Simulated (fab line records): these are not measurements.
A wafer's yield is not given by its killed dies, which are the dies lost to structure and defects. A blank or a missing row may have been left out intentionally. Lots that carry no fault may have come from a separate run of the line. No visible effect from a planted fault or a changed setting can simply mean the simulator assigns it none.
Struck lot and sound lot, side by side -- flow n5-finfet -- 37 steps out of a route of 1938
Sound: these wafers, L168.2, L168.3, L168.6. Struck: wafer L175.6. (L175.1, L175.2 of the same lot were not struck and are left out.) The cause comes at the end.
Order at every step that has rows: each side's tool, ch and its chambers, its first start. Under that, the readings that differ: sound wafers -- struck wafers -- difference of the means -- sigmas: that difference in standard deviations of wafers without a fault.
alike: words and numbers the same on both sides, and readings whose means are apart by under 2 such deviations; not compared: readings that were withheld, readings missing a value for some wafer, numbers with overlapping values and no deviation given by the record, and bounds like >300 which may hide the same value.
Wherever a step has rows on one side only, a row that says differs or no value, or a row with sigmas, the two part there. Non-overlapping numbers with no deviation appear without sigmas and do not part them. A reading that every wafer of one side lacks parts them only if that side has two wafers or more.

first, 8 steps without rows for these wafers: N5_BEOL_M3_ECD_50 (material Cu, target thk 300 nm); N5_BEOL_M3_ANNEAL_51 (time 90 s); N5_BEOL_M3_CMP_52 (polishes, stops on SiOC, t overpolish 6.8 s, target thk 40 nm); N5_BEOL_M3_PRE_CLEAN_60 (time 15 s); N5_BEOL_M3_CO_CAP_55 (material Co, precursor CCTBA/H2, target thk 2 nm, time 102.1 s); N5_BEOL_M3_PRE_CLEAN_56 (time 15 s); N5_BEOL_M3_DEP_57 (deposits SiCN from 3MS/NH3, target thk 8 nm, time 14 s); N5_BEOL_M4_ILD_DEP_00 (deposits SiOC from DEMS/O2, target thk 79 nm, time 15.3 s).
N5_BEOL_M4_PECVD_72: deposits SiO2 from TEOS/O2, target thk 16 nm, time 18 s.
  sound on pecvd-01 ch 0,1,2, day 10 02:44; struck on pecvd-01 ch 2, day 11 13:56
reading,sound,struck,difference,sigmas
model.SiO2_of_BEOL_M4_PECVD_72.thk-nm (nm),15.6 16 16.2,12.4,-3.5,
  alike: heater-power-w, showerhead-plenum-p-Torr, throttle-valve-pct
then, 25 steps without rows for these wafers: N5_BEOL_M4_HM_DEP_02 (deposits TiN, target thk 20 nm); N5_BEOL_M4_COAT_61 (time 60 s, resist thk 60 nm); N5_BEOL_M4_COAT_62 (time 60 s, resist thk 12 nm); N5_BEOL_M4_COAT_73 (time 60 s, resist thk 5 nm); N5_BEOL_M4_COAT_05 (resist thk 30 nm); N5_BEOL_M4_EBR_07; N5_BEOL_M4_SOFTBAKE_06 (time 60 s); N5_BEOL_M4_EXPOSE_08 (exposes mask M4); N5_BEOL_M4_PEB_09 (peb time 60 s); N5_BEOL_M4_DEVELOP_10 (develop time 30 s); N5_BEOL_M4_DESCUM_16 (chemistry O2, time 7 s); N5_BEOL_M4_ETCH_74 (etches underlayer in N2/H2, target depth 6.5 nm, time 5.2 s); N5_BEOL_M4_ETCH_63 (etches SiARC in CF4, target depth 15.6 nm, time 26 s); N5_BEOL_M4_ETCH_64 (etches SOC in N2/H2, target depth 75 nm, overetch 22.5 nm, time 121.9 s); N5_BEOL_M4_STRIP_65 (strips in N2/H2); N5_BEOL_M4_STRIP_75 (strips in N2/H2); N5_BEOL_M4_STRIP_66 (strips in CF4); N5_BEOL_M4_HM_OPEN_17 (chemistry Cl2/BCl3, target TiN, target depth 20 nm, overetch 6 nm); N5_BEOL_M4_STRIP_19 (strips in O2); N5_BEOL_M4_COAT_67 (time 60 s, resist thk 60 nm); N5_BEOL_M4_COAT_68 (time 60 s, resist thk 12 nm); N5_BEOL_M4_COAT_76 (time 60 s, resist thk 5 nm); N5_BEOL_M4_COAT_22 (resist thk 30 nm); N5_BEOL_M4_EBR_24; N5_BEOL_M4_SOFTBAKE_23 (time 60 s).
N5_BEOL_M4_HM_STRIP_39: strips TiN in peroxide tin strip, target depth 25 nm, time 158 s.
  sound on wet-bench-06 ch 0,5,6, day 10 10:06; struck on wet-bench-06 ch 2, day 11 19:35
reading,sound,struck,difference,sigmas
model.SiO2_of_BEOL_M4_PECVD_72.thk-nm (nm),15.4 15.8 16,12.4,-3.3,
N5_BEOL_M4_CMP_52: polishes, stops on SiOC, t overpolish 6.8 s, target thk 40 nm.
  sound on cmp-01 ch 1,3, day 10 13:56; struck on cmp-02 ch 0, day 11 23:16
reading,sound,struck,difference,sigmas
barrier-field-endpoint-s (s),24.0 24.0 24.8,19.9,-4.4,-5
  alike: clearing-platen-down-force-psi, clearing-platen-rpm, motor-current-A
N5_BEOL_M4_RC_MEAS_101:
  sound on prober-01 ch 0, day 10 14:39; struck on prober-02 ch 0, day 11 23:56
reading,sound,struck,difference,sigmas
DIBL_N (mV/V),37.6 36.6 36.8,43.0,+6.0,+3
DIBL_P (mV/V),35.9 33.7 33.6,40.1,+5.7,+2
IOFF_N (nA/um),0.17 0.13 0.14,0.27,+0.12,+3
SS_N (mV/dec),71.0 70.5 71.1,73.5,+2.6,+4
SS_P (mV/dec),73.6 72.3 73.3,74.7,+1.6,+2
  alike: IOFF_P, ION_N, ION_P, VT_N, VT_P

WHERE THEY PART
Earliest at N5_BEOL_M4_CMP_52; latest, in this record, at N5_BEOL_M4_RC_MEAS_101.

WHY: what the simulator had put in
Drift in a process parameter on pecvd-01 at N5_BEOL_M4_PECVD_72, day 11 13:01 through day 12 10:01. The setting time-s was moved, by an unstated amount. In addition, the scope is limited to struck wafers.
